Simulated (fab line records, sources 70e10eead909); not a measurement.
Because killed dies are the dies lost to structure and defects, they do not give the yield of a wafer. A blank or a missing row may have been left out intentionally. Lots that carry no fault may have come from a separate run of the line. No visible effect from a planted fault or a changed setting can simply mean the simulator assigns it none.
Which tool was responsible? / flow nand harc / 33 wafers from 11 lots sampled at 4 of the route's 1159 steps

WHAT THE GAUGES READ, wafer by wafer
NHARC_END_WLT_00.
lot=L451; measured=day 19 03:41; on=prober-01; VT_DECK1_MIDDLE=0.896 0.888 0.884
lot=L452; measured=day 19 03:12; on=prober-02; VT_DECK1_MIDDLE=0.880 0.873 0.880
lot=L453; measured=day 20 00:55; on=prober-02; VT_DECK1_MIDDLE=0.880 0.875 0.882
lot=L454; measured=day 19 16:40; on=prober-02; VT_DECK1_MIDDLE=0.891 0.886 0.884
lot=L455; measured=day 19 19:47; on=prober-01; VT_DECK1_MIDDLE=0.880 0.885 0.879
lot=L460; measured=day 21 10:24; on=prober-02; VT_DECK1_MIDDLE=0.998 0.991 0.990 1.002 0.988 0.998
lot=L461; measured=day 22 12:57; on=prober-01; VT_DECK1_MIDDLE=0.993 1.011 0.989 1.002 1.003 1.003
lot=L466; measured=day 22 13:28; on=prober-02; VT_DECK1_MIDDLE=0.891 0.891 0.887
lot=L467; measured=day 23 02:44; on=prober-02; VT_DECK1_MIDDLE=0.878 0.873 0.876
lot=L470; measured=day 24 08:16; on=prober-02; VT_DECK1_MIDDLE=0.883 0.880 0.884
lot=L473; measured=day 25 00:18; on=prober-01; VT_DECK1_MIDDLE=0.875 0.890 0.872

WHICH TOOL RAN EACH LOT (tool, then ch and the chambers of the sampled wafers, then the start)
lot=L451; NHARC_P_STI_PRECLEAN_32=wet bench-01 ch 3,6,7, day 2 10:13; NHARC_THIN_TSV_DEP_43=pecvd-02 ch 1,2, day 18 14:31; NHARC_THIN_TSV_ANNEAL_52=rtp anneal-01 ch 0, day 18 19:22
lot=L452; NHARC_P_STI_PRECLEAN_32=wet bench-01 ch 3,4,6, day 2 21:43; NHARC_THIN_TSV_DEP_43=pecvd-03 ch 0,1,2, day 18 15:43; NHARC_THIN_TSV_ANNEAL_52=rtp anneal-01 ch 0, day 18 20:54
lot=L453; NHARC_P_STI_PRECLEAN_32=wet bench-02 ch 1,3,4, day 2 21:52; NHARC_THIN_TSV_DEP_43=pecvd-02 ch 0,1, day 19 02:29; NHARC_THIN_TSV_ANNEAL_52=rtp anneal-02 ch 0, day 19 07:24
lot=L454; NHARC_P_STI_PRECLEAN_32=wet bench-01 ch 1,3,4, day 3 07:46; NHARC_THIN_TSV_DEP_43=pecvd-01 ch 0,2, day 19 04:51; NHARC_THIN_TSV_ANNEAL_52=rtp anneal-02 ch 0, day 19 09:58
lot=L455; NHARC_P_STI_PRECLEAN_32=wet bench-02 ch 0,4,5, day 3 13:47; NHARC_THIN_TSV_DEP_43=pecvd-02 ch 0,2, day 19 03:43; NHARC_THIN_TSV_ANNEAL_52=rtp anneal-01 ch 0, day 19 08:31
lot=L460; NHARC_P_STI_PRECLEAN_32=wet bench-01 ch 0,6,7, day 4 17:56; NHARC_THIN_TSV_DEP_43=pecvd-02 ch 0,2, day 20 19:59; NHARC_THIN_TSV_ANNEAL_52=rtp anneal-02 ch 0, day 21 01:49
lot=L461; NHARC_P_STI_PRECLEAN_32=wet bench-01 ch 3,4,6, day 5 05:43; NHARC_THIN_TSV_DEP_43=pecvd-02 ch 0,1,2, day 21 23:31; NHARC_THIN_TSV_ANNEAL_52=rtp anneal-01 ch 0, day 22 04:23
lot=L466; NHARC_P_STI_PRECLEAN_32=wet bench-02 ch 0,4,7, day 6 05:55; NHARC_THIN_TSV_DEP_43=pecvd-01 ch 0,2, day 22 00:47; NHARC_THIN_TSV_ANNEAL_52=rtp anneal-01 ch 0, day 22 05:58
lot=L467; NHARC_P_STI_PRECLEAN_32=wet bench-05 ch 4,6,7, day 6 12:43; NHARC_THIN_TSV_DEP_43=pecvd-03 ch 0,1,2, day 22 13:34; NHARC_THIN_TSV_ANNEAL_52=rtp anneal-02 ch 0, day 22 18:59
lot=L470; NHARC_P_STI_PRECLEAN_32=wet bench-02 ch 4,5,6, day 7 10:26; NHARC_THIN_TSV_DEP_43=pecvd-01 ch 0,1,2, day 23 08:04; NHARC_THIN_TSV_ANNEAL_52=rtp anneal-01 ch 0, day 23 22:43
lot=L473; NHARC_P_STI_PRECLEAN_32=wet bench-05 ch 1,3,5, day 8 01:48; NHARC_THIN_TSV_DEP_43=pecvd-02 ch 0,1,2, day 24 07:05; NHARC_THIN_TSV_ANNEAL_52=rtp anneal-02 ch 0, day 24 13:11
- NHARC_P_STI_PRECLEAN_32: cleans in SC1.
- NHARC_THIN_TSV_DEP_43: deposits SiO2, target thk 1328.5 nm.
- NHARC_THIN_TSV_ANNEAL_52: time 90 s.

THE ANSWER, worked out from the rows above alone
Rule: usual is defined by the lots themselves. Put in order of their means at a reading, lots are off if they are a third of the lots or fewer, leave a main group of 4 or more, and stand apart from it by a gap of 3 or more times the standard deviation of the main group's means; of several such gaps the widest counts. If all means in a main group match to the digits the tables above print for the reading, that group is not used. Also off: a lot with no number at a reading for which 4 or more lots have one. All remaining lots with rows at the step are treated as sound.
Off: L460, L461, seen at NHARC_END_WLT_00 (VT_DECK1_MIDDLE). The main group: mean 0.882, standard deviation 0.0049.
If a tool, at a process step before that reading, ran all the lots that are off and no sound lot after the first of them, it fits. Those tools and the gauges at NHARC_END_WLT_00 are tried in the same way. One fits: NHARC_P_STI_PRECLEAN_32 on wet bench-01. A fault onset in the window from L454 (day 3 07:46, its last sound lot) to L460 (day 4 17:56, its first lot off) fits.

WHAT WAS PUT IN BY THE SIMULATOR
Metallic contamination source: wet bench-01, from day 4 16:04 on, at NHARC_P_STI_PRECLEAN_32. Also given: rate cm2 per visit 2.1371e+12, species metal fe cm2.
Lots struck among those shown: L460, L461. The same result came from the rule above.
